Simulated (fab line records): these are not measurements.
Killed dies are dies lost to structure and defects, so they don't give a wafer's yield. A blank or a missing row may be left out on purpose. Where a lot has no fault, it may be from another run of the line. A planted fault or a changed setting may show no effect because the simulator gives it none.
A lot that was struck, set against a sound lot -- flow n5 finfet -- 16 out of 1938 route steps
Sound: the wafers L465.3, L465.4, L465.6. The struck wafers were L459.1, L459.5, L459.6. Last of all comes the cause.
Per side, at each step with rows, come the tool, then ch with its chambers, and then its first start. Under that, the readings that differ: sound wafers -- struck wafers -- difference of the means -- sigmas: that difference in standard deviations of wafers without a fault.
alike: words and numbers the same on both sides, and readings whose means are apart by under 2 such deviations; not compared: readings that were withheld, readings missing a value for some wafer, numbers with overlapping values and no deviation given by the record, and bounds like >300 which may hide the same value.
The two part at a step that has a row with sigmas, a row that says differs or no value, or rows on one side only. Non-overlapping numbers with no deviation appear without sigmas and do not part them. Lack of a reading on every wafer of one side parts them only where that side has two or more wafers.

first, 3 steps without rows for these wafers: N5_FIN_SAQP_STRIP_55 (strips in N2/H2); N5_FIN_SAQP_STRIP_23 (strips in SPM, time 750 s); N5_FIN_SAQP_SRD_66 (time 30 s).
N5_FIN_SAQP_RECESS_75: chemistry HF/NH3, target SiO2, target depth 14.4 nm, afs cycles 3, sublimation time 60 s.
  sound on vapor etch-01 ch 0,1, day 6 10:08; struck on vapor etch-01 ch 0,1, day 5 01:31
  alike: drypump motor current A, foreline p Torr
then, 3 steps without rows for these wafers: N5_FIN_SAQP_SPACER1_ALD_24 (deposits SiO2, target thk 20.3 nm, pulse time 1 s, purge time 2 s); N5_FIN_SAQP_SPACER1_ETCHBACK_25 (etches SiO2 in CHF3/O2, target depth 24.4 nm, time 12.2 s); N5_FIN_SAQP_MANDREL1_REMOVE_56 (chemistry HBr/Cl2/O2, target a-Si, stops on SiNx, bt time 10 s).
N5_FIN_SAQP_CD_MEAS_27: target cd 20 nm.
  sound on cd sem-01 ch 0, day 6 11:19; struck on cd sem-01 ch 0, day 5 04:53
  alike: cd nm
then, 1 step without rows for these wafers: N5_FIN_SAQP_ETCH_57 (etches SiNx in CH3F/O2, target depth 32.5 nm, time 46.4 s).
N5_FIN_SAQP_ETCH_65: etches SiO2 in CF4, target depth 4 nm, time 4.4 s.
  sound on rie si-01 ch 1,3, day 6 11:29; struck on rie si-01 ch 2,3, day 5 05:07
  alike: cf4 flow sccm, drypump motor current A, oes product au, throttle valve pct
  not compared: rf hours counter h
N5_FIN_SAQP_MANDREL_ETCH_58: etches a-Si in HBr/Cl2, stops on SiNx, target depth 45 nm, bt time 10 s, time 27 s.
  sound on rie si-01 ch 1,3, day 6 11:31; struck on rie si-01 ch 2,3, day 5 05:09
  alike: drypump motor current A, oes product au, throttle valve pct
  not compared: rf hours counter h
N5_FIN_SAQP_RECESS_63: chemistry HF/NH3, target SiO2, target depth 18 nm, afs cycles 3, sublimation time 60 s.
  sound on vapor etch-01 ch 0,1, day 6 11:43; struck on vapor etch-01 ch 0,1, day 5 05:14
  alike: drypump motor current A, foreline p Torr
N5_FIN_SAQP_COAT_68: time 60 s, resist thk 100 nm.
  sound on litho track-01 ch 0, day 6 11:59; struck on litho track-02 ch 0, day 5 05:44
reading,sound,struck,difference,sigmas
heater power total W (W),500.4 501.2 501.6,472.5 475.6 475.7,-26.5,-15
plate temp C (C),249.67 249.76 249.95,239.61 239.43 239.24,-10.37,-61
N5_FIN_SAQP_ETCH_69: etches SOC in N2/H2, stops on SiNx, target depth 150 nm.
  sound on rie diel-04 ch 1,3, day 6 12:03; struck on rie diel-04 ch 0,2,3, day 5 05:48
  alike: drypump motor current A, oes product au, rf vpp V, showerhead plenum p Torr, throttle valve pct
  not compared: rf hours counter h
-- the record jumps here: 6 days lie between the struck wafers' starts before and after (it left off in module FIN_SAQP and takes up again in module BEOL_M4, whose first step shown is number 1111 of the route) --
N5_BEOL_M4_RC_MEAS_101:
  sound on prober-02 ch 0, day 12 17:25; struck on prober-02 ch 0, day 11 04:07
  alike: DIBL_N, DIBL_P, IOFF_N, IOFF_P, ION_N, ION_P, SS_N, SS_P, VT_N, VT_P
-- record jumps: 4 days separate the struck wafers' starts on either side; left off in module BEOL_M4, taken up again in module PASSIVATION, whose first shown step is the route's number 1936 --
N5_PASSIVATION_PROBE_49:
  sound on prober-02 at day 17 07:53; struck on prober-01 at day 15 10:32
reading,sound,struck,difference,sigmas
killed at contacts,10 7 6,25 16 28,+15,+2
sort_bin_5_function (%),4.3 3.4 4.4,6.7 5.4 5.8,+1.9,+2
  alike: defect limited yield, killed_at_M0_to_M3, killed_at_M4_up, killed at front end, killed at other, killed dies, killed open, killed short, sort_bin_6_memory, sort n pass, sort yield pct

## WHERE THEY PART
First at N5_FIN_SAQP_COAT_68; last, within this record, at N5_PASSIVATION_PROBE_49.

WHY: what had been put in by the simulator
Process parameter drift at N5_FIN_SAQP_COAT_68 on litho track-02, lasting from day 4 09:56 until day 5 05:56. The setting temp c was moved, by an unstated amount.
